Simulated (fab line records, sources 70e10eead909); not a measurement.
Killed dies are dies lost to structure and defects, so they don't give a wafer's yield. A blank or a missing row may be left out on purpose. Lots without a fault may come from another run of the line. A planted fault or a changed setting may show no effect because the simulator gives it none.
A struck lot beside a sound one | flow nand_harc | 12 steps out of a route of 1302
Sound: wafers L381.2, L381.4, L381.5. Struck: wafers L398.2, L398.3, L398.6. The cause comes at the end.
At each step with rows: each side's tool, then ch and its chambers, then its first start. Under that, the readings that differ: sound wafers | struck wafers | difference of the means | sigmas: that difference in standard deviations of wafers without a fault.
alike: readings whose means differ by less than 2 such deviations, and words and numbers that are the same on both sides. not compared: withheld readings, readings that some wafer has no value for, bounds like >300 that may hide the same value, and numbers for which the record gives no deviation and whose values overlap.
The two part at a step that has a row with sigmas, a row that says differs or no value, or rows on one side only. Numbers that don't overlap but have no deviation are shown without sigmas and don't part them. A reading that every wafer of one side lacks parts them only if that side has two wafers or more.

NHARC_A_SOURCE_PLATE_THK_MEAS_09: measures by ellipsometry.
  sound on film_metro-02, day 8 02:43; struck on film_metro-01, day 14 22:23
  alike: thk_nm
then, 3 steps without rows for these wafers: NHARC_A_SOURCE_PLATE_PVD_04 (deposits WSi2, target thk 50 nm); NHARC_A_SOURCE_PLATE_CVD_03 (deposits poly-Si, target thk 200 nm, time 4000 s); NHARC_A_SOURCE_PLATE_ANNEAL_05 (time 1800 s).
NHARC_A_SOURCE_PLATE_THK_MEAS_06: measures by ellipsometry.
  sound on film_metro-02, day 8 19:17; struck on film_metro-01, day 15 11:20
  alike: thk_nm
NHARC_A_SOURCE_PLATE_INSPECT_08:
  sound on defect_inspect-02, day 8 19:23; struck on defect_inspect-02, day 15 11:24
  alike: raw_defect_count
then, 1 step without rows for these wafers: NHARC_A_ONON_D1_DEP_00 (target thk 1000 nm).
NHARC_A_ONON_D1_THK_MEAS_02: measures by ellipsometry.
  sound on film_metro-02, day 8 19:57; struck on film_metro-01, day 15 11:59
  alike: thk_nm
then, 1 step without rows for these wafers: NHARC_A_ONON_D1_DEP_03 (target thk 1000 nm).
NHARC_A_ONON_D1_THK_MEAS_05: measures by ellipsometry.
  sound on film_metro-01, day 8 20:31; struck on film_metro-02, day 15 12:33
  alike: thk_nm
NHARC_A_ONON_D1_DEP_06: target thk 1000 nm.
  sound on pecvd_onon-04 ch 0, day 8 20:38; struck on pecvd_onon-04 ch 0, day 15 12:40
  alike: sih4_flow_sccm
NHARC_A_ONON_D1_THK_MEAS_08: measures by ellipsometry.
  sound on film_metro-02, day 8 21:05; struck on film_metro-01, day 15 13:17
  reading     | sound          | struck      | difference | sigmas
  thk_nm (nm) | 1020 1019 1018 | 873 873 875 | -145       | -12
  not compared: hold

WHERE THEY PART
Only at NHARC_A_ONON_D1_THK_MEAS_08, within this record.

WHY: what the simulator had put in
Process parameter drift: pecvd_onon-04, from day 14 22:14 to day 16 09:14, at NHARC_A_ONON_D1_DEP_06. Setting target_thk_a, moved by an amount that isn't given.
